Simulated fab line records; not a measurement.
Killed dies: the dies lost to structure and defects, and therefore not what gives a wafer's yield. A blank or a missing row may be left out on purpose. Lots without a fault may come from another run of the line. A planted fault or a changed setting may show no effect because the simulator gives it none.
Lot-split experiment + flow n5 finfet + on a route of 1938 steps: 7 lots, 39 wafers read

== SPLIT DETAILS ==
At N5_DUMMY_GATE_CVD_03 (deposits a-Si from SiH4, target thk 150 nm, time 8042 s), the setting time s was moved away from the recipe's 8042 s on 24 of the 39 wafers read, by -21.5% to +59.7%. The other wafers ran this setting at the recipe's value.

The split's own step is where the reading is taken.

== THE READING ==
a-Si_of_DUMMY_GATE_CVD_03.thk nm (the simulator's own value, which no gauge read), in nm, at N5_DUMMY_GATE_CVD_03 (deposits a-Si from SiH4, target thk 150 nm, time 8042 s). The file does not state a usual value for it. The 15 wafers here that ran the recipe average 150.5 nm, standard deviation 0.84 nm.

| wafer  | tool, chamber at the split | time s as run, s | against the recipe | a-Si_of_DUMMY_GATE_CVD_03.thk nm, nm | against lot-mates on the recipe |
|--------|----------------------------|------------------|--------------------|--------------------------------------|---------------------------------|
| L076.1 | -, -                       | 6314             | -21.5%             | 117                                  | no lot-mate on the recipe       |
| L076.2 | -, -                       | 6314             | -21.5%             | 118.2                                | no lot-mate on the recipe       |
| L076.3 | -, -                       | 6314             | -21.5%             | 117.8                                | no lot-mate on the recipe       |
| L076.4 | -, -                       | 6314             | -21.5%             | 117.6                                | no lot-mate on the recipe       |
| L076.5 | -, -                       | 6314             | -21.5%             | 117.2                                | no lot-mate on the recipe       |
| L076.6 | -, -                       | 6314             | -21.5%             | 117.4                                | no lot-mate on the recipe       |
| L082.1 | -, -                       | 8042             | recipe             | 149.6                                | -                               |
| L082.2 | -, -                       | 8042             | recipe             | 150                                  | -                               |
| L082.3 | -, -                       | 8042             | recipe             | 151.6                                | -                               |
| L082.4 | -, -                       | 8042             | recipe             | 149.4                                | -                               |
| L082.5 | -, -                       | 8042             | recipe             | 149.2                                | -                               |
| L082.6 | -, -                       | 8042             | recipe             | 151.4                                | -                               |
| L086.1 | -, -                       | 12840            | +59.7%             | 238.6                                | no lot-mate on the recipe       |
| L086.3 | -, -                       | 12840            | +59.7%             | 238.6                                | no lot-mate on the recipe       |
| L086.2 | -, -                       | 12840            | +59.7%             | 239                                  | no lot-mate on the recipe       |
| L086.5 | -, -                       | 12840            | +59.7%             | 239                                  | no lot-mate on the recipe       |
| L086.4 | -, -                       | 12840            | +59.7%             | 238.8                                | no lot-mate on the recipe       |
| L086.6 | -, -                       | 12840            | +59.7%             | 238                                  | no lot-mate on the recipe       |
| L088.1 | -, -                       | 10110            | +25.7%             | 185.4                                | no lot-mate on the recipe       |
| L088.2 | -, -                       | 10110            | +25.7%             | 184.8                                | no lot-mate on the recipe       |
| L088.3 | -, -                       | 10110            | +25.7%             | 186.8                                | no lot-mate on the recipe       |
| L088.4 | -, -                       | 10110            | +25.7%             | 185.2                                | no lot-mate on the recipe       |
| L088.5 | -, -                       | 10110            | +25.7%             | 185                                  | no lot-mate on the recipe       |
| L088.6 | -, -                       | 10110            | +25.7%             | 185.6                                | no lot-mate on the recipe       |
| L089.1 | -, -                       | 8042             | recipe             | 150.4                                | -                               |
| L089.2 | -, -                       | 8042             | recipe             | 151.8                                | -                               |
| L089.3 | -, -                       | 8042             | recipe             | 150.2                                | -                               |
| L089.6 | -, -                       | 8042             | recipe             | 150.2                                | -                               |
| L089.4 | -, -                       | 8042             | recipe             | 151.2                                | -                               |
| L089.5 | -, -                       | 8042             | recipe             | 149.6                                | -                               |
| L091.1 | -, -                       | 11780            | +46.5%             | 223                                  | no lot-mate on the recipe       |
| L091.2 | -, -                       | 11780            | +46.5%             | 221.6                                | no lot-mate on the recipe       |
| L091.3 | -, -                       | 11780            | +46.5%             | 222.8                                | no lot-mate on the recipe       |
| L091.4 | -, -                       | 11780            | +46.5%             | 221.2                                | no lot-mate on the recipe       |
| L091.5 | -, -                       | 11780            | +46.5%             | 222.4                                | no lot-mate on the recipe       |
| L091.6 | -, -                       | 11780            | +46.5%             | 222.2                                | no lot-mate on the recipe       |
| L095.4 | lpcvd-02, 0/29             | 8042             | recipe             | 150.8                                | -                               |
| L095.5 | lpcvd-02, 0/34             | 8042             | recipe             | 151.6                                | -                               |
| L095.6 | lpcvd-02, 0/39             | 8042             | recipe             | 151                                  | -                               |

FIT RESULTS
A straight line over all 39 wafers: a-Si_of_DUMMY_GATE_CVD_03.thk nm changes by +1.5 nm for each +1% of time s; r = +1.00; the points scatter about the line by 1.8 nm.
Too few moved wafers have a lot-mate on the recipe to fit a line with each lot's own level taken away.

== THE WHOLE CHAIN: every reading that the file lists as answering this split, in the file's order ==
| step                 | what it does                                            | reading                                                                           | change (the file's fit)              | r (the file's) |
|----------------------|---------------------------------------------------------|-----------------------------------------------------------------------------------|--------------------------------------|----------------|
| N5_DUMMY_GATE_CVD_03 | deposits a-Si from SiH4, target thk 150 nm, time 8042 s | a-Si_of_DUMMY_GATE_CVD_03.thk nm (the simulator's own value, which no gauge read) | +1.5 nm for each +1% of the setting  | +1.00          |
| N5_DUMMY_GATE_CMP_04 | polishes a-Si                                           | time to endpoint s                                                                | withheld for each +1% of the setting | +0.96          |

== THE FILE'S OWN FIT ==
a-Si_of_DUMMY_GATE_CVD_03.thk nm changes by +1.5 nm for each +1% of time s, r = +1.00.
